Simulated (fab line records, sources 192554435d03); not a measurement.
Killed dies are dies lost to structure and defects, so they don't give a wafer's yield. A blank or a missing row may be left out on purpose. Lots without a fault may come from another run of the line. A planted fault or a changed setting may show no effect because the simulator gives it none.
fab line records | flow n5_finfet
record lots=12 wafers=36 last_day=17
route steps=1938 shown BEOL_M11@1586 BEOL_M12@1603 PASSIVATION@1936
lots that met no fault: from a run of the same line without faults
start_h: hours from the record's first day to the start of the lot's first wafer shown | wait_h: hours since the lot's step before | " the same as in the row above | L1.1+2: a row that stands for several wafers | - no value, or no start given | * or withheld: withheld | < > ~ a bound
route shown NAME@n: a module of which the file shows steps, and the number in the route of the first | usual: mean/standard deviation of fault-free wafers | same: alike in all rows | chamber/n: place in a boat | sites: the reading at each site | _std_site: their standard deviation | _edge_site: outer sites' mean less inner sites' | radius_mm: how far each site lies from the wafer's centre | mask NAME#n: copy n | behind: the tool/chamber that last shaped the wafer | hold: why the lot was held/for how many hours/how that ended | device: the transistor (n, p or np) that didn't switch | end of line: the same wafers' tests at the end of the route | a step without rows: its recipe alone | killed: dies lost to structure and defects at the first sort, not the wafer's yield | map: a wafer's dies, x killed, . not, _ none there
set.NAME: the setting as run; set.NAME@STEP: as run at that earlier step | model.NAME: the simulator's own value behind a step, which no gauge read
steps of the route over a sample of lots; a table a step, a row a wafer
services: from which hour (start_h, from the record's first day; less than 0 if before it) a tool's chamber was out of use, for how many hours, and why
## steps
# step N5_BEOL_M11_CD_MEAS_35
# recipe target_cd_nm=70 polarity=opening
# usual cd_nm=70.1/0.56
# columns lot.wafer tool chamber start_h wait_h cd_nm
L887.2 cd_sem-02 - 238.20 0.0 70.2
L887.3 " - " " 70.3
L887.6 " - " " 70.6
L890.2 cd_sem-03 - 251.17 0.0 69.9
L890.5 " - " " 69.9
L890.6 " - " " 70.0
L888.1 cd_sem-01 - 256.39 0.0 69.5
L888.2 " - " " 69.5
L888.4 " - " " 68.8
L891.4 cd_sem-03 - 261.30 0.0 69.4
L891.5 " - " " 69.8
L891.6 " - " " 69.8
L892.3 cd_sem-01 - 264.13 0.0 69.3
L892.4 " - " " 70.3
L892.6 " - " " 70.3
L893.3 cd_sem-02 - 275.94 0.0 70.6
L893.4 " - " " 70.8
L893.5 " - " " 70.1
L899.2 cd_sem-01 - 305.43 0.0 69.4
L899.3 " - " " 70.4
L899.4 " - " " 69.8
L898.1 cd_sem-03 - 311.33 0.0 70.3
L898.2 " - " " 70.5
L898.5 " - " " 70.8
L905.1 cd_sem-01 - 339.50 0.0 69.6
L905.3 " - " " 69.6
L905.4 " - " " 69.5
L900.2 cd_sem-01 - 339.55 0.0 70.0
L900.3 " - " " 70.4
L900.4 " - " " 69.7
L907.1 cd_sem-03 - 378.36 0.0 70.3
L907.3 " - " " 70.1
L907.5 " - " " 69.9
L908.1 cd_sem-01 - 378.41 0.0 69.8
L908.3 " - " " 70.0
L908.4 " - " " 71.3
# step N5_BEOL_M11_ECD_50
# recipe material=Cu target_thk_a=3180
# columns lot.wafer tool chamber start_h wait_h
L887.2+3+6 ecd_cu-01 1 239.54 0.1
L890.2+5+6 ecd_cu-01 0,1,0 253.93 0.1
L888.1+2+4 ecd_cu-01 0,1,1 258.32 0.1
L891.4+5+6 ecd_cu-01 0,0,1 263.74 0.1
L892.3+4+6 ecd_cu-02 0,1,1 266.60 0.1
L893.3+4+5 ecd_cu-01 1,0,1 277.97 0.2
L899.2+3+4 ecd_cu-01 1,1,0 307.11 0.1
L898.1+2+5 ecd_cu-02 1,0,1 313.88 0.1
L905.1+3+4 ecd_cu-01 1,1,0 341.25 0.1
L900.2+3+4 ecd_cu-02 1,0,1 341.45 0.1
L907.1+3+5 ecd_cu-02 1,0,1 380.14 0.1
L908.1+3+4 ecd_cu-01 1,1,0 380.38 0.1
# step N5_BEOL_M11_CMP_52
# recipe stop_on=SiCOH_lowk t_overpolish_s=7 down_force_psi=1 platen_rpm=50 clearing_platen_down_force_psi=1.5 clearing_platen_rpm=50 post_cmp_clean=cu_alkaline target_thk_nm=140 clearing_platen_pad_velocity_m_s=0.99484 pad_velocity_m_s=0.99484
# usual clearing_platen_rpm=50.000/0.028 motor_current_A=5.9/0.6 slurry_flow_ml_min=150.0/0.49 time_to_endpoint_s=66.8/2.8
# columns lot.wafer tool chamber start_h wait_h clearing_platen_rpm motor_current_A slurry_flow_ml_min time_to_endpoint_s
L887.2 cmp-01 3 240.56 0.3 50.033 6.3 150.5 63.8
L887.3 " 0 " " 50.019 5.5 149.8 68.2
L887.6 " 2 " " 50.008 6.1 150.3 67.7
L890.2 cmp-01 0 254.33 0.2 49.985 5.3 150.2 68.7
L890.5 " 0 " " 49.971 5.8 150.5 68.1
L890.6 " 1 " " 50.021 5.8 149.3 68.3
L888.2 cmp-01 3 259.14 0.2 49.997 6.9 150.3 67.7
L888.1 " 0 " " 50.016 5.6 149.9 71.8
L888.4 " 1 " " 49.994 6.2 150.5 68.4
L891.4 cmp-02 1 264.24 0.2 50.005 5.3 150.0 64.1
L891.6 " 1 " " 50.015 5.5 150.0 62.8
L891.5 " 2 " " 49.988 6.3 149.9 66.2
L892.4 cmp-02 1 267.00 0.1 49.944 5.4 149.5 63.0
L892.3 " 0 " " 49.990 5.7 150.4 65.8
L892.6 " 1 " " 49.949 5.4 150.5 64.0
L893.4 cmp-04 2 279.87 0.2 50.032 7.5 149.4 63.1
L893.3 " 0 " " 49.992 5.1 149.5 63.4
L893.5 " 2 " " 49.990 7.6 150.2 61.7
L899.4 cmp-02 1 307.75 0.2 49.985 5.3 150.2 63.5
L899.3 " 2 " " 49.989 5.9 149.3 63.9
L899.2 " 3 " " 50.021 5.1 150.0 67.9
L898.1 cmp-01 2 314.74 0.5 50.001 5.8 149.6 69.7
L898.2 " 3 " " 49.971 6.7 150.0 69.5
L898.5 " 2 " " 50.023 5.8 149.6 69.5
L905.1 cmp-02 2 341.65 0.3 50.000 6.2 149.5 68.9
L905.4 " 3 " " 49.972 5.3 149.5 68.7
L905.3 " 0 " " 50.026 5.9 149.6 68.6
L900.2 cmp-01 3 341.92 0.2 50.027 6.8 150.8 34.4
L900.4 " 1 " " 49.994 6.3 150.5 35.5
L900.3 " 2 " " 50.048 5.5 149.6 32.7
L907.3 cmp-04 2 380.54 0.2 49.991 7.7 149.9 35.5
L907.1 " 3 " " 49.994 5.7 150.3 37.3
L907.5 " 2 " " 49.993 7.5 150.0 34.8
L908.4 cmp-01 3 380.78 0.1 50.012 6.6 149.7 61.4
L908.1 " 0 " " 50.038 5.7 149.9 64.6
L908.3 " 1 " " 50.009 6.1 149.9 62.2
# step N5_BEOL_M11_INSPECT_58
# recipe inspect_instrument=darkfield mode=post_dep
# usual raw_defect_count=75/26
# columns lot.wafer tool chamber start_h wait_h raw_defect_count
L887.2 defect_inspect-02 - 240.97 0.0 79
L887.3 " - " " 137
L887.6 " - " " 55
L890.2 defect_inspect-02 - 254.78 0.0 57
L890.5 " - " " 90
L890.6 " - " " 62
L888.1 defect_inspect-01 - 259.59 0.0 72
L888.2 " - " " 65
L888.4 " - " " 55
L891.4 defect_inspect-01 - 264.68 0.0 58
L891.5 " - " " 46
L891.6 " - " " 64
L892.3 defect_inspect-01 - 267.45 0.0 60
L892.4 " - " " 58
L892.6 " - " " 98
L893.3 defect_inspect-01 - 280.27 0.0 82
L893.4 " - " " 84
L893.5 " - " " 75
L899.2 defect_inspect-01 - 308.16 0.0 75
L899.3 " - " " 81
L899.4 " - " " 70
L898.1 defect_inspect-02 - 315.19 0.0 77
L898.2 " - " " 124
L898.5 " - " " 98
L905.1 defect_inspect-01 - 342.10 0.0 92
L905.3 " - " " 130
L905.4 " - " " 101
L900.2 defect_inspect-01 - 342.37 0.0 106
L900.3 " - " " 67
L900.4 " - " " 95
L907.1 defect_inspect-02 - 380.99 0.0 50
L907.3 " - " " 32
L907.5 " - " " 72
L908.1 defect_inspect-01 - 381.23 0.0 97
L908.3 " - " " 53
L908.4 " - " " 82
# step N5_BEOL_M12_THK_MEAS_01
# recipe reads=SiOC_of_BEOL_M12_ILD_DEP_00
# usual M12_ILD_THK=660/7.7
# columns lot.wafer tool chamber start_h wait_h M12_ILD_THK[nm]
L887.2 film_metro-02 - 241.14 0.1 655
L887.3 " - " " 655
L887.6 " - " " 667
L890.2 film_metro-01 - 254.95 0.1 657
L890.5 " - " " 661
L890.6 " - " " 658
L888.1 film_metro-01 - 259.76 0.1 656
L888.2 " - " " 657
L888.4 " - " " 670
L891.4 film_metro-02 - 264.85 0.0 664
L891.5 " - " " 661
L891.6 " - " " 672
L892.3 film_metro-02 - 267.66 0.1 670
L892.4 " - " " 665
L892.6 " - " " 661
L893.3 film_metro-02 - 280.44 0.1 653
L893.4 " - " " 667
L893.5 " - " " 666
L899.2 film_metro-01 - 308.33 0.1 655
L899.3 " - " " 654
L899.4 " - " " 658
L898.1 film_metro-01 - 315.36 0.1 664
L898.2 " - " " 659
L898.5 " - " " 669
L905.1 film_metro-01 - 342.27 0.1 661
L905.3 " - " " 659
L905.4 " - " " 670
L900.2 film_metro-01 - 342.54 0.1 658
L900.3 " - " " 657
L900.4 " - " " 660
L907.1 film_metro-02 - 381.21 0.1 662
L907.3 " - " " 668
L907.5 " - " " 673
L908.1 film_metro-01 - 381.40 0.1 657
L908.3 " - " " 661
L908.4 " - " " 666
# step N5_PASSIVATION_PROBE_49
# usual defect_limited_yield=91.6/1.4 killed_at_M0_to_M3=30/8.7 killed_at_M4_up=14/5.4 killed_at_contacts=11/6.4 killed_at_front_end=40/12 killed_at_other=3/3.1 killed_dies=99/17 killed_open=64/12 killed_short=33/8.1 sort_bin_5_function=4.9/0.88 sort_bin_6_memory=3.1/0.69 sort_n_pass=1081/17 sort_yield_pct=91.6/1.4
# same gross_dies=1180 killed_at_back_side=0 sort_bin_4_leakage[%]=0 sort_bin_8_speed[%]=0
# columns lot.wafer tool chamber start_h wait_h defect_limited_yield[%] killed_at_M0_to_M3 killed_at_M4_up killed_at_contacts killed_at_front_end killed_at_other killed_dies killed_open killed_short sort_bin_5_function[%] sort_bin_6_memory[%] sort_n_pass sort_yield_pct[%]
L891.4 prober-02 - 309.17 0.2 90.3 29 11 14 55 6 115 73 40 5.5 3.9 1065 90.3
L891.5 prober-02 - 309.22 0.2 90.9 33 12 13 49 0 107 64 41 4.6 4.2 1073 90.9
L891.6 prober-02 - 309.27 0.3 93.3 24 9 14 28 4 79 48 31 3.8 2.5 1101 93.3
L892.3 prober-02 - 312.58 0.1 93.2 19 19 6 30 6 80 59 20 4.1 2.7 1100 93.2
L892.4 prober-02 - 312.63 0.2 93.0 27 15 6 28 7 83 51 29 4.6 2.2 1097 93.0
L892.6 prober-02 - 312.73 0.3 92.5 39 16 4 23 7 89 58 29 4.7 2.2 1091 92.5
L899.2 prober-01 - 345.72 0.1 93.0 24 9 12 37 1 83 56 26 4.6 2.4 1097 93.0
L899.3 prober-01 - 345.77 0.1 94.0 23 4 2 42 0 71 46 22 3.6 1.8 1109 94.0
L899.4 prober-01 - 345.82 0.2 92.4 28 8 22 32 0 90 61 28 4.7 2.8 1090 92.4
L898.1 prober-01 - 351.09 0.0 90.9 31 6 19 42 9 107 84 23 5.3 3.5 1073 90.9
L898.2 prober-01 - 351.14 0.1 93.0 22 15 8 33 5 83 56 27 4.7 2.3 1097 93.0
L898.5 prober-01 - 351.29 0.2 91.4 36 13 16 34 3 102 71 30 4.9 3.5 1078 91.4
# killed by level:class
L891.4 FIN_SAQP:geometric_particle:open=18 MOL_CONTACT_COAG:geometric_particle:open=13 FIN_SAQP:geometric_particle:short=12 BEOL_M0_SAQP:geometric_particle:short=9 BEOL_M0_SAQP:geometric_particle:open=7 BEOL_M4:geometric_particle:open=5 GATE_CUT:geometric_particle:short=4 GATE_CUT:geometric_particle:open=4
L891.5 FIN_SAQP:geometric_particle:open=17 BEOL_M1:geometric_particle:short=15 MOL_CONTACT_COAG:geometric_particle:open=9 FIN_SAQP:geometric_particle:short=8 DUMMY_GATE:geometric_particle:open=6 BEOL_M4:geometric_particle:open=6 BEOL_M0_SAQP:geometric_particle:short=5 STARTING-WAFER:geometric_particle:short=5
L891.6 MOL_CONTACT_COAG:geometric_particle:open=12 FIN_SAQP:geometric_particle:short=9 FIN_SAQP:geometric_particle:open=9 BEOL_M1:geometric_particle:short=8 BEOL_M1:geometric_particle:open=6 BEOL_M4:geometric_particle:open=5 BEOL_M3:geometric_particle:short=3 STI_FIN_REVEAL:geometric_particle:open=2
L892.3 BEOL_M3:geometric_particle:open=7 STI_FIN_REVEAL:geometric_particle:open=6 BEOL_M4:geometric_particle:open=6 MOL_CONTACT_COAG:geometric_particle:open=5 GATE_CUT:geometric_particle:short=4 GATE_CUT:geometric_particle:open=4 BEOL_M1:geometric_particle:open=4 MIM_TOP:geometric_particle:open=4
L892.4 BEOL_M3:geometric_particle:open=8 GATE_CUT:geometric_particle:short=8 MOL_CONTACT_COAG:geometric_particle:open=6 BEOL_M1:geometric_particle:open=6 FIN_SAQP:geometric_particle:short=5 BEOL_M4:geometric_particle:open=4 MIM_TOP:geometric_particle:short=4 FIN_SAQP:geometric_particle:open=3
L892.6 BEOL_M1:geometric_particle:open=14 BEOL_M3:geometric_particle:open=8 BEOL_M4:geometric_particle:open=7 BEOL_M1:geometric_particle:short=5 FIN_SAQP:geometric_particle:short=4 GATE_CUT:geometric_particle:short=4 MOL_CONTACT_COAG:geometric_particle:open=4 FIN_SAQP:geometric_particle:open=3
L899.2 STI_FIN_REVEAL:geometric_particle:open=11 MOL_CONTACT_COAG:geometric_particle:open=11 BEOL_M1:geometric_particle:open=10 FIN_SAQP:geometric_particle:open=6 STI_FIN_REVEAL:geometric_particle:short=6 BEOL_M0_SAQP:geometric_particle:short=4 FIN_SAQP:geometric_particle:short=3 DUMMY_GATE:geometric_particle:open=3
L899.3 STI_FIN_REVEAL:geometric_particle:open=11 FIN_SAQP:geometric_particle:short=8 BEOL_M1:geometric_particle:open=8 FIN_SAQP:geometric_particle:open=7 BEOL_M2:geometric_particle:open=6 STI_FIN_REVEAL:geometric_particle:short=5 DUMMY_GATE:geometric_particle:open=4 BEOL_M0_SAQP:geometric_particle:open=4
L899.4 MOL_CONTACT_COAG:geometric_particle:open=15 STI_FIN_REVEAL:geometric_particle:open=7 MOL_CONTACT_COAG:geometric_particle:short=7 BEOL_M0_SAQP:geometric_particle:open=7 BEOL_M1:geometric_particle:open=7 FIN_SAQP:geometric_particle:short=6 FIN_SAQP:geometric_particle:open=4 DUMMY_GATE:geometric_particle:open=4
L898.1 MOL_CONTACT_COAG:geometric_particle:open=18 FIN_SAQP:geometric_particle:open=14 STI_FIN_REVEAL:geometric_particle:open=11 BEOL_M3:geometric_particle:open=8 BEOL_M0_SAQP:geometric_particle:open=8 BEOL_M1:geometric_particle:open=6 FIN_SAQP:geometric_particle:short=5 DUMMY_GATE:geometric_particle:open=4
L898.2 STI_FIN_REVEAL:geometric_particle:open=13 BEOL_M4:geometric_particle:open=7 MOL_CONTACT_COAG:geometric_particle:open=6 BEOL_M1:geometric_particle:open=6 BEOL_M0_SAQP:geometric_particle:open=4 STARTING-WAFER:geometric_particle:short=4 STI_FIN_REVEAL:geometric_particle:short=3 ILD0:geometric_particle:short=3
L898.5 MOL_CONTACT_COAG:geometric_particle:open=14 STI_FIN_REVEAL:geometric_particle:open=9 FIN_SAQP:geometric_particle:short=7 BEOL_M1:geometric_particle:open=7 BEOL_M0_SAQP:geometric_particle:open=6 BEOL_M3:geometric_particle:open=6 BEOL_M3:geometric_particle:short=6 BEOL_M4:geometric_particle:open=6
## services
# columns tool chamber start_h hours kind
cmp-02 - 234.29 0.7 repair
ecd_cu-01 - 265.77 3.9 repair
ecd_cu-02 - 266.69 15.6 repair
cmp-01 - 270.31 5.3 pm
cmp-04 - 270.59 0.8 repair
cmp-04 - 271.41 0.5 repair
cmp-01 - 281.91 4.0 pm
cmp-01 - 285.91 - consumable_replace:conditioner
cmp-01 - 285.91 - consumable_replace:pad
cmp-01 - 289.13 0.9 repair
ecd_cu-02 - 289.74 2.2 repair
cmp-04 - 307.46 1.9 repair
cmp-01 - 325.43 0.5 repair
ecd_cu-02 - 351.86 2.0 repair
ecd_cu-01 - 364.12 1.0 repair
ecd_cu-01 - 366.07 1.2 repair
cmp-04 - 375.11 2.3 repair
cmp-02 - 376.68 0.4 repair
## key
first_sign step=N5_BEOL_M11_CMP_52 reading=time_to_endpoint_s direction=down sigmas=12 usual=* struck=*
effect none on later readings
met_at N5_BEOL_M11_ECD_50
struck_lots L900,L907
not_acting_at N5_BEOL_M11_CD_MEAS_35,N5_BEOL_M11_INSPECT_58,N5_BEOL_M12_THK_MEAS_01
onset_between 313.88 341.45
fault kind=process_parameter_drift tool=ecd_cu-02 chamber=- onset_h=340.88 steps=N5_BEOL_M11_ECD_50 channel=target_thk_a offset=* shape=step end_h=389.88 acts_in=* stated=*
